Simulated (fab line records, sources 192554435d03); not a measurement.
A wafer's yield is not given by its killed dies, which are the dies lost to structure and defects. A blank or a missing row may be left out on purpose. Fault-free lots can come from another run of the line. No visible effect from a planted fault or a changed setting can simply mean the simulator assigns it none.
Which tool is to blame? | flow n5-finfet | Sampling: 12 lots, 36 wafers, 2 of 1938 route steps

== WHAT EACH GAUGE READ, for each wafer ==
N5_BEOL_M14_OVL_MEAS_29.
lot  | measured     | on         | M14_OVL (nm)
L074 | day 10 21:29 | overlay-02 | 3 9 10
L076 | day 11 14:55 | overlay-02 | -4 11 5
L078 | day 12 01:17 | overlay-02 | 0 2 1
L081 | day 12 08:15 | overlay-01 | 12 13 5
L083 | day 13 01:36 | overlay-02 | 4 -1 5
L086 | day 14 06:53 | overlay-01 | 1 -2 -3
L085 | day 14 09:14 | overlay-02 | 12 13 6
L089 | day 15 04:37 | overlay-01 | -3 -7 -3
L090 | day 15 11:44 | overlay-01 | -5 2 4
L094 | day 15 15:54 | overlay-01 | -4 4 -3
L095 | day 16 12:41 | overlay-01 | -1 3 1
L097 | day 17 04:04 | overlay-01 | 13 5 12

== WHICH TOOL RAN EACH LOT (tool, then ch and the chambers of the sampled wafers, then the start) ==
lot  | N5_BEOL_M13_SPUTTER_45
L074 | pvd-sputter-03, day 10 18:35
L076 | pvd-sputter-02, day 11 12:28
L078 | pvd-sputter-02, day 11 21:49
L081 | pvd-sputter-01, day 12 05:02
L083 | pvd-sputter-01, day 12 23:01
L086 | pvd-sputter-02, day 14 04:19
L085 | pvd-sputter-01, day 14 06:31
L089 | pvd-sputter-01, day 15 01:20
L090 | pvd-sputter-02, day 15 09:17
L094 | pvd-sputter-01, day 15 12:38
L095 | pvd-sputter-03, day 16 09:58
L097 | pvd-sputter-03, day 17 01:16
- N5_BEOL_M13_SPUTTER_45: material Cu, target thk 80 nm, time 13.33 s.

== THE ANSWER, worked out from the rows above alone ==
Rule: the usual values come from the lots themselves. Put in order of their means at a reading, lots are off if they are a third of the lots or fewer, leave a main group of 4 or more, and stand apart from it by a gap of 3 or more times the standard deviation of the main group's means; of several such gaps the widest counts. The tables above print the reading to a certain number of digits; a main group whose means all agree to those digits is not used. A lot without any number at a reading at which 4 lots or more have one is off too. Where the step has rows for the other lots, those lots are counted as sound.
Nothing can be told from this: no lot is off at any reading shown.

== WHAT THE SIMULATOR HAD INSERTED ==
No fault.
